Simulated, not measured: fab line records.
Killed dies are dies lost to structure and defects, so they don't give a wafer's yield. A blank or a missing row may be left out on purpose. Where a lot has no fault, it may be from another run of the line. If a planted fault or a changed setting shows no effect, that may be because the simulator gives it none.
Tool commonality check :: flow nand_harc :: 33 wafers sampled across 11 lots

## REASON FOR OPENING
At NHARC_END_SORT_01 the reading killed_at_array is flagged on 3 of 11 lots. Wafers without a fault read 59, standard deviation 21.
Rule: a lot gets a flag if all its wafers with a number sit over 4 standard deviations from that mean, or if no wafer of it has a number. The other lots count as sound.

lot: L333
measured: day 25 18:26
on: prober-02
killed_at_array, wafer by wafer: 19 29 28
flag: 

lot: L338
measured: day 27 06:09
on: prober-01
killed_at_array, wafer by wafer: 676 674 673
flag: FLAGGED

lot: L339
measured: day 27 14:42
on: prober-01
killed_at_array, wafer by wafer: 674 675 671
flag: FLAGGED

lot: L340
measured: day 27 18:27
on: prober-02
killed_at_array, wafer by wafer: 674 675 676
flag: FLAGGED

lot: L349
measured: day 30 09:40
on: prober-02
killed_at_array, wafer by wafer: 45 53 60
flag: 

lot: L348
measured: day 30 17:33
on: prober-02
killed_at_array, wafer by wafer: 68 71 66
flag: 

lot: L351
measured: day 32 08:13
on: prober-01
killed_at_array, wafer by wafer: 59 59 57
flag: 

lot: L350
measured: day 32 20:26
on: prober-01
killed_at_array, wafer by wafer: 110 97 88
flag: 

lot: L352
measured: day 32 20:58
on: prober-02
killed_at_array, wafer by wafer: 63 62 56
flag: 

lot: L354
measured: day 33 06:11
on: prober-01
killed_at_array, wafer by wafer: 61 59 62
flag: 

lot: L356
measured: day 33 14:02
on: prober-01
killed_at_array, wafer by wafer: 47 56 50
flag: 
On average the flagged lots' numbers are 674, which is +615 against the usual, or +29 standard deviations.

## EACH LOT AND THE TOOL IT RAN ON
3 process steps preceding the reading are held in the record, out of 1302 steps in the route. Every cell lists first the tool, next ch and the chambers used by the sampled wafers, and last the start.
lot: L333
flag: 
NHARC_A_CHANNEL_HOLE_D1_ETCH_16: rie_diel-09 ch 0,1,3, day 8 20:17
NHARC_A_CHANNEL_HOLE_D1_ETCH_21: har_etch-01 ch 0,1, day 8 23:26
NHARC_A_CHANNEL_HOLE_D1_STRIP_27: rie_diel-07 ch 0,1,3, day 25 18:26 or earlier

lot: L338
flag: FLAGGED
NHARC_A_CHANNEL_HOLE_D1_ETCH_16: rie_diel-12 ch 0,2,3, day 10 18:56
NHARC_A_CHANNEL_HOLE_D1_ETCH_21: har_etch-01 ch 0,1, day 10 19:57
NHARC_A_CHANNEL_HOLE_D1_STRIP_27: rie_diel-12 ch 1,2,3, day 27 06:09 or earlier

lot: L339
flag: FLAGGED
NHARC_A_CHANNEL_HOLE_D1_ETCH_16: rie_diel-07 ch 0,2,3, day 10 18:33
NHARC_A_CHANNEL_HOLE_D1_ETCH_21: har_etch-02 ch 0,1, day 10 19:40
NHARC_A_CHANNEL_HOLE_D1_STRIP_27: rie_diel-09 ch 0,3, day 27 14:42 or earlier

lot: L340
flag: FLAGGED
NHARC_A_CHANNEL_HOLE_D1_ETCH_16: rie_diel-09 ch 1,2, day 11 17:41
NHARC_A_CHANNEL_HOLE_D1_ETCH_21: har_etch-01 ch 0,1, day 11 18:59
NHARC_A_CHANNEL_HOLE_D1_STRIP_27: rie_diel-07 ch 0,1,3, day 27 18:27 or earlier

lot: L349
flag: 
NHARC_A_CHANNEL_HOLE_D1_ETCH_16: rie_diel-12 ch 0,1,3, day 15 00:29
NHARC_A_CHANNEL_HOLE_D1_ETCH_21: har_etch-02 ch 0,1, day 15 08:02
NHARC_A_CHANNEL_HOLE_D1_STRIP_27: rie_diel-12 ch 1,2,3, day 30 09:40 or earlier

lot: L348
flag: 
NHARC_A_CHANNEL_HOLE_D1_ETCH_16: rie_diel-07 ch 0,1,3, day 14 23:57
NHARC_A_CHANNEL_HOLE_D1_ETCH_21: har_etch-01 ch 0,1, day 15 05:46
NHARC_A_CHANNEL_HOLE_D1_STRIP_27: rie_diel-07 ch 0,2,3, day 30 17:33 or earlier

lot: L351
flag: 
NHARC_A_CHANNEL_HOLE_D1_ETCH_16: rie_diel-07 ch 0,1,2, day 15 21:26
NHARC_A_CHANNEL_HOLE_D1_ETCH_21: har_etch-01 ch 0,1, day 15 22:46
NHARC_A_CHANNEL_HOLE_D1_STRIP_27: rie_diel-07 ch 0,1,3, day 32 08:13 or earlier

lot: L350
flag: 
NHARC_A_CHANNEL_HOLE_D1_ETCH_16: rie_diel-09 ch 0,1, day 15 21:11
NHARC_A_CHANNEL_HOLE_D1_ETCH_21: har_etch-02 ch 0,1, day 15 22:19
NHARC_A_CHANNEL_HOLE_D1_STRIP_27: rie_diel-09 ch 0,2, day 32 20:26 or earlier

lot: L352
flag: 
NHARC_A_CHANNEL_HOLE_D1_ETCH_16: rie_diel-09 ch 0,1, day 16 04:05
NHARC_A_CHANNEL_HOLE_D1_ETCH_21: har_etch-01 ch 0,1, day 16 05:10
NHARC_A_CHANNEL_HOLE_D1_STRIP_27: rie_diel-07 ch 1,2,3, day 32 20:58 or earlier

lot: L354
flag: 
NHARC_A_CHANNEL_HOLE_D1_ETCH_16: rie_diel-07 ch 1,2,3, day 17 09:11
NHARC_A_CHANNEL_HOLE_D1_ETCH_21: har_etch-01 ch 0,1, day 17 15:59
NHARC_A_CHANNEL_HOLE_D1_STRIP_27: rie_diel-07 ch 0,1,2, day 33 06:11 or earlier

lot: L356
flag: 
NHARC_A_CHANNEL_HOLE_D1_ETCH_16: rie_diel-07 ch 0,2,3, day 17 21:55
NHARC_A_CHANNEL_HOLE_D1_ETCH_21: har_etch-02 ch 0,1, day 18 02:41
NHARC_A_CHANNEL_HOLE_D1_STRIP_27: rie_diel-07 ch 0,3, day 33 14:02 or earlier
What the steps here do:
- NHARC_A_CHANNEL_HOLE_D1_ETCH_16: etches the open film in O2/COS, target depth 3100 nm, time 806 s.
- NHARC_A_CHANNEL_HOLE_D1_ETCH_21: etches the open film in C4F8/O2/Ar, time 514.3 s, target depth 1600 nm.
- NHARC_A_CHANNEL_HOLE_D1_STRIP_27: strips in O2.
- NHARC_END_SORT_01

## FLAGGED AGAINST TOTAL, ONE TOOL AT A TIME (gauges that did the reading follow at the end)
step: NHARC_A_CHANNEL_HOLE_D1_ETCH_16
tool: rie_diel-07
lots run: 5
flagged: 1
share of the flagged lots: some
sound lots run after its first flagged lot: 4 (L348,L351,L354,L356)

step: NHARC_A_CHANNEL_HOLE_D1_ETCH_16
tool: rie_diel-09
lots run: 4
flagged: 1
share of the flagged lots: some
sound lots run after its first flagged lot: 2 (L350,L352)

step: NHARC_A_CHANNEL_HOLE_D1_ETCH_16
tool: rie_diel-12
lots run: 2
flagged: 1
share of the flagged lots: some
sound lots run after its first flagged lot: 1 (L349)

step: NHARC_A_CHANNEL_HOLE_D1_ETCH_21
tool: har_etch-01
lots run: 7
flagged: 2
share of the flagged lots: some
sound lots run after its first flagged lot: 4 (L348,L351,L352,L354)

step: NHARC_A_CHANNEL_HOLE_D1_ETCH_21
tool: har_etch-02
lots run: 4
flagged: 1
share of the flagged lots: some
sound lots run after its first flagged lot: 3 (L349,L350,L356)

step: NHARC_A_CHANNEL_HOLE_D1_STRIP_27
tool: rie_diel-07
lots run: 7
flagged: 1
share of the flagged lots: some
sound lots run after its first flagged lot: 5 (L348,L351,L352,L354,L356)

step: NHARC_A_CHANNEL_HOLE_D1_STRIP_27
tool: rie_diel-09
lots run: 2
flagged: 1
share of the flagged lots: some
sound lots run after its first flagged lot: 1 (L350)

step: NHARC_A_CHANNEL_HOLE_D1_STRIP_27
tool: rie_diel-12
lots run: 2
flagged: 1
share of the flagged lots: some
sound lots run after its first flagged lot: 1 (L349)

step: NHARC_END_SORT_01
tool: prober-01
lots run: 6
flagged: 2
share of the flagged lots: some
sound lots run after its first flagged lot: 4 (L351,L350,L354,L356)

step: NHARC_END_SORT_01
tool: prober-02
lots run: 5
flagged: 1
share of the flagged lots: some
sound lots run after its first flagged lot: 3 (L349,L348,L352)
NHARC_A_CHANNEL_HOLE_D1_STRIP_27 gives no start for some lots, so the hours and the order of its lots are those of NHARC_END_SORT_01.

## WHAT THE TABLE PERMITS
No row of the table ran every flagged lot.

## WHAT HAD BEEN PUT IN BY THE SIMULATOR
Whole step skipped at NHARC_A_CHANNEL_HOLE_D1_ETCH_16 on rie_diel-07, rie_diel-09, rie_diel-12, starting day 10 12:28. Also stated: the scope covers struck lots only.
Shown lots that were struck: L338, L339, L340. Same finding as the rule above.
